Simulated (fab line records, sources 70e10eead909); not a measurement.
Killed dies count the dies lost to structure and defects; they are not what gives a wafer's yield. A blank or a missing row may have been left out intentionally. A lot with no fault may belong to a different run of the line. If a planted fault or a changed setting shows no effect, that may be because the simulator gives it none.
Matching of chambers / flow nandHarc / 4 sister chambers for NHARC_A_CHANNEL_FILL_D1_ALD_02 on aldHk-02
The step deposits SiO2, target thk 6 nm, pulse time 10 s, ald cycles 60. 4 wafers are shown with their chamber, then 8 later ones without.

## WAFERS WITH THEIR CHAMBER
wafer=L086.5; chamber=3; heaterPowerW (W)=434
wafer=L089.3; chamber=2; heaterPowerW (W)=393
wafer=L089.5; chamber=0; heaterPowerW (W)=572
wafer=L087.3; chamber=1; heaterPowerW (W)=481

## WAFERS MISSING THEIR CHAMBER
wafer=L087.5; heaterPowerW (W)=483
wafer=L087.6; heaterPowerW (W)=381
wafer=L088.1; heaterPowerW (W)=582
wafer=L088.4; heaterPowerW (W)=391
wafer=L088.5; heaterPowerW (W)=484
wafer=L096.2; heaterPowerW (W)=444
wafer=L096.3; heaterPowerW (W)=377
wafer=L096.5; heaterPowerW (W)=510

## EACH ONE'S CHAMBER
wafer=L087.5; from the rows above=1; in truth=1
wafer=L087.6; from the rows above=2; in truth=2
wafer=L088.1; from the rows above=0; in truth=0
wafer=L088.4; from the rows above=2; in truth=2
wafer=L088.5; from the rows above=1; in truth=1
wafer=L096.2; from the rows above=3; in truth=3
wafer=L096.3; from the rows above=2; in truth=2
wafer=L096.5; from the rows above=1; in truth=1
8 of 8 placed correctly. Number that these rows cannot place: 0. Number placed wrongly: 0.
How it was worked out, from the rows above alone: a wafer's distance from a chamber is the root of the sum, over the readings, of the square of ((its reading less the chamber's mean) divided by the reading's scatter). If the next closest chamber is less than 2 further off than the closest, the wafer can't be placed; otherwise it belongs to the closest. Each chamber's mean is taken over the wafers shown for it. The scatter: with one shown wafer a chamber, the root of the mean of the squares of how far each hidden wafer lies from its nearest shown one.
